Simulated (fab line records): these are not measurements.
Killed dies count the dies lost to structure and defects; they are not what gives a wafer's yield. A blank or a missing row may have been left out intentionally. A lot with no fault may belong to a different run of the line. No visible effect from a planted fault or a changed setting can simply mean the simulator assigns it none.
A struck lot beside a sound one || flow n5Finfet || 18 out of 1938 route steps
Sound: wafers L334.1, L334.4, L334.6. Struck: wafer L342.3; the same lot's L342.6 was not struck, so it is left out; see the end for the cause.
Per side, at each step with rows, come the tool, then ch with its chambers, and then its first start. Under that, the readings that differ: sound wafers || struck wafers || difference of the means || sigmas: that difference in standard deviations of wafers without a fault.
alike: same words and numbers on both sides, and readings whose means sit less than 2 such deviations apart. not compared: any withheld reading, any reading some wafer has no value for, any bound like >300 that may hide the same value, and any number with overlapping values for which the record gives no deviation.
A row with sigmas, a row that says differs or no value, or rows on one side alone: a step with any of these is where the two part. When numbers do not overlap yet have no deviation, they are printed without sigmas and do not part them. A reading missing from all wafers of one side parts the sides only when that side holds two or more wafers.

first, 1 step without rows for these wafers: N5_SD_EPI_N_DEVELOP_08 (develop time 30 s).
N5_SD_EPI_N_CD_MEAS_09 targets a cd of 120 nm.
  sound on cdSem-02 ch 0, day 3 12:22; struck on cdSem-01 ch 0, day 5 10:28
  alike: cdNm
N5_SD_EPI_N_OVL_MEAS_10:
  sound on overlay-01 ch 0, day 3 12:23; struck on overlay-01 ch 0, day 5 10:30
{"reading": "SD_N_BLK_OVL (nm)", "sound": "0.8 -0.3 -0.8", "struck": 1.6, "difference": "+1.7", "sigmas": "+2"}
N5_SD_EPI_N_INSPECT_11: inspects for defects (macro).
  sound: defectInspect-01 at day 3 12:25; struck: defectInspect-02 at day 5 10:32
  alike: rawDefectCount
then, 1 step without rows for these wafers: N5_SD_EPI_N_DESCUM_14 (chemistry O2, time 7.9 s).
N5_SD_EPI_N_ETCH_34: etches SiARC in CF4, target depth 45.5 nm, time 75.8 s.
  sound on rieDiel-04 ch 1,2,3, day 3 12:31; struck on rieDiel-03 ch 0, day 5 10:35
{"reading": "etchRfOnTimeS (s)", "sound": "76.2 75.7 76.1", "struck": 81.3, "difference": "+5.3", "sigmas": "+2"}
  alike: drypumpMotorCurrentA, oesProductAu, rfVppV, showerheadPlenumPTorr, throttleValvePct
  not compared: rfHoursCounterH
then, 2 steps without rows for these wafers: N5_SD_EPI_N_ETCH_35 (etches SOC in N2/H2, overetch 108 nm, time 486 s); N5_SD_EPI_N_STRIP_36 (strips in N2/H2).
N5_SD_EPI_N_ETCHBACK_44: etches SiNx in CH3F/O2, stops on SiO2, target depth 14.5 nm.
  sound on rieDiel-04 ch 1,2,3, day 3 12:53; struck on rieDiel-03 ch 0, day 5 10:58
  alike: drypumpMotorCurrentA, oesProductAu, rfVppV, showerheadPlenumPTorr, throttleValvePct
  not compared: rfHoursCounterH
N5_SD_EPI_N_ETCH_45: etches SiOCN in CH3F/O2, target depth 6 nm.
  sound on rieDiel-04 ch 1,2,3, day 3 12:59; struck on rieDiel-03 ch 0, day 5 11:04
  alike: drypumpMotorCurrentA, oesProductAu, rfVppV, showerheadPlenumPTorr, throttleValvePct
  not compared: rfHoursCounterH
N5_SD_EPI_N_ETCH_16: etches SiO2 in CHF3/O2, target depth 5 nm.
  sound on rieDiel-04 ch 1,2,3, day 3 13:05; struck on rieDiel-03 ch 0, day 5 11:10
  alike: drypumpMotorCurrentA, oesProductAu, rfVppV, showerheadPlenumPTorr, throttleValvePct
  not compared: rfHoursCounterH
then, 1 step without rows for these wafers: N5_SD_EPI_N_STRIP_47 (strips in CHF3/O2).
N5_SD_EPI_N_SD_RECESS_17: chemistry HBr/Cl2/O2, target depth 41 nm, time 23.7 s, bt time 3 s.
  sound on rieSi-05 ch 0,3, day 3 13:10; struck on rieSi-05 ch 3, day 5 11:15
{"reading": "oesProductAu (a.u.)", "sound": "1.008 1.018 1.015", "struck": 0.966, "difference": -0.048, "sigmas": -5}
{"reading": "model.SD_EPI_N.featureDepthNm (nm)", "sound": "41.6 41 41.4", "struck": 32.2, "difference": -9.1, "sigmas": ""}
{"reading": "model.Si_of_WELL_APT_EPI_41.thkNm (nm)", "sound": "8.6 9.2 8.2", "struck": 18.6, "difference": "+9.9", "sigmas": ""}
{"reading": "model.etch.depthNm (nm)", "sound": "41.59 41.06 41.41", "struck": 32.13, "difference": -9.22, "sigmas": ""}
  alike: drypumpMotorCurrentA, throttleValvePct
  not compared: rfHoursCounterH
N5_SD_EPI_N_STRIP_38: strips in N2/H2.
  sound on plasmaAsher-01 ch 0,1, day 3 13:15; struck on plasmaAsher-01 ch 0, day 5 11:22
  alike: drypumpMotorCurrentA, heaterPowerW, oesProductAu
  not compared: rfHoursCounterH
then, 1 step without rows for these wafers: N5_SD_EPI_N_WET_ETCH_43 (etches SiO2 in dHF, time 14 s, target depth 1.5 nm).
N5_SD_EPI_N_STRIP_18: strips in SPM, time 750 s.
  sound on wetBench-05 ch 0,3,7, day 3 13:21; struck on wetBench-01 ch 5, day 5 11:26
{"reading": "model.Si_of_WELL_APT_EPI_41.thkNm (nm)", "sound": "8.2 8.8 8", "struck": 18.4, "difference": "+10.1", "sigmas": ""}
then, 2 steps without rows for these wafers: N5_SD_EPI_N_SRD_20 (time 30 s); N5_PASSIVATION_PROBE_49.

== WHERE THEY PART ==
Last at N5_SD_EPI_N_SD_RECESS_17 as far as this record goes, first at N5_SD_EPI_N_OVL_MEAS_10. Later steps at which nothing parts them and some readings are alike: N5_SD_EPI_N_STRIP_38.

WHY: the cause the simulator had injected
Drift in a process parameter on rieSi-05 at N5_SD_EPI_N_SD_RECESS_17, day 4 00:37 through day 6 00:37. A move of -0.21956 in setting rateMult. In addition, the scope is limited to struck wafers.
